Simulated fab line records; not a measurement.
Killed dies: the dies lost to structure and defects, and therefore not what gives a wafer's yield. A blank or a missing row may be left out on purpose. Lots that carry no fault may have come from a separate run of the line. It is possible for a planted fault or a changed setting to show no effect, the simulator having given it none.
Matching of chambers ; flow n5-finfet ; N5_BEOL_M0_SAQP_ETCH_101 on rie-diel-02: 4 sister chambers
The step etches SiNx in CH3F/O2, target depth 29.9 nm, time 42.7 s. 8 wafers are shown with their chamber, then 10 later ones without.

## EACH WAFER AND ITS CHAMBER
wafer;chamber;drypump-motor-current-A (A);throttle-valve-pct (%)
L081.6;2;5.1;16.36
L082.1;0;6.1;15.97
L082.6;3;4.9;16.58
L085.3;1;5.8;16.84
L085.5;0;6.1;16.01
L085.6;1;5.8;16.85
L087.1;3;4.9;16.58
L087.2;2;5.0;16.40

## WAFERS WITH NO CHAMBER GIVEN
wafer;drypump-motor-current-A (A);throttle-valve-pct (%)
L087.3;6.1;15.99
L091.1;4.9;16.60
L091.2;5.0;16.38
L091.3;6.1;16.02
L093.1;6.1;16.01
L093.5;6.1;16.03
L093.6;4.9;16.62
L097.3;6.1;16.01
L097.4;5.1;16.41
L097.6;5.8;16.39

## CHAMBER TAKEN BY EACH
wafer;from the rows above;in truth
L087.3;0;0
L091.1;3;3
L091.2;2;2
L091.3;0;0
L093.1;0;0
L093.5;0;0
L093.6;3;3
L097.3;0;0
L097.4;2;2
L097.6;can't be placed: 2 or 0 or 1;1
Placed correctly: 9 of 10. Not placeable from these rows: 1 (in 1, the candidates include the true chamber). Wrongly placed: 0.
How it was worked out, from the rows above alone: a wafer's distance from a chamber is the root of the sum, over the readings, of the square of ((its reading less the chamber's mean) divided by the reading's scatter). If the next closest chamber is less than 2 further off than the closest, the wafer can't be placed; otherwise it belongs to the closest. The mean given for a chamber averages the wafers shown for that chamber. The scatter: the root of (the sum of the squares of (reading less its chamber's mean) over the shown wafers, divided by (wafers less chambers)).
